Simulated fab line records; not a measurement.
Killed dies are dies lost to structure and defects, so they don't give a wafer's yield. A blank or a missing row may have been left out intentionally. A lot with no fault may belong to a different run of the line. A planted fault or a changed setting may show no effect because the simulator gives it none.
Chamber matching	flow n5 finfet	N5_BEOL_M5_ETCH_72 on rie diel-03: 4 sister chambers
The step etches underlayer in N2/H2, target depth 6.5 nm, time 5.2 s. 4 wafers are shown with their chamber, then 8 later ones without.

WAFERS PAIRED WITH THEIR CHAMBERS
wafer	chamber	showerhead plenum p Torr (Torr)
L078.1	0	2.60
L078.6	2	2.64
L082.4	3	2.35
L092.1	1	2.62

WAFERS WITHOUT THEIR CHAMBER
wafer	showerhead plenum p Torr (Torr)
L092.4	2.62
L092.6	2.64
L093.1	2.34
L093.4	2.62
L093.5	2.63
L096.2	2.34
L096.3	2.63
L096.6	2.59

EACH ONE'S CHAMBER
wafer	from the rows above	in truth
L092.4	1	1
L092.6	2	2
L093.1	3	3
L093.4	1	1
L093.5	can't be placed: 1 or 2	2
L096.2	3	3
L096.3	can't be placed: 1 or 2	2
L096.6	0	0
Placed correctly: 6 of 8. Unplaceable from these rows: 2, with the true chamber sitting among the candidates in 2. Number placed wrongly: 0.
How it was worked out, from the rows above alone: a wafer's distance from a chamber is the root of the sum, over the readings, of the square of ((its reading less the chamber's mean) divided by the reading's scatter). The wafer belongs to the nearest chamber; if the next one is less than 2 further off, it can't be placed. For every chamber, the mean is computed from those of its wafers that are shown. The scatter: with one shown wafer a chamber, the root of the mean of the squares of how far each hidden wafer lies from its nearest shown one.
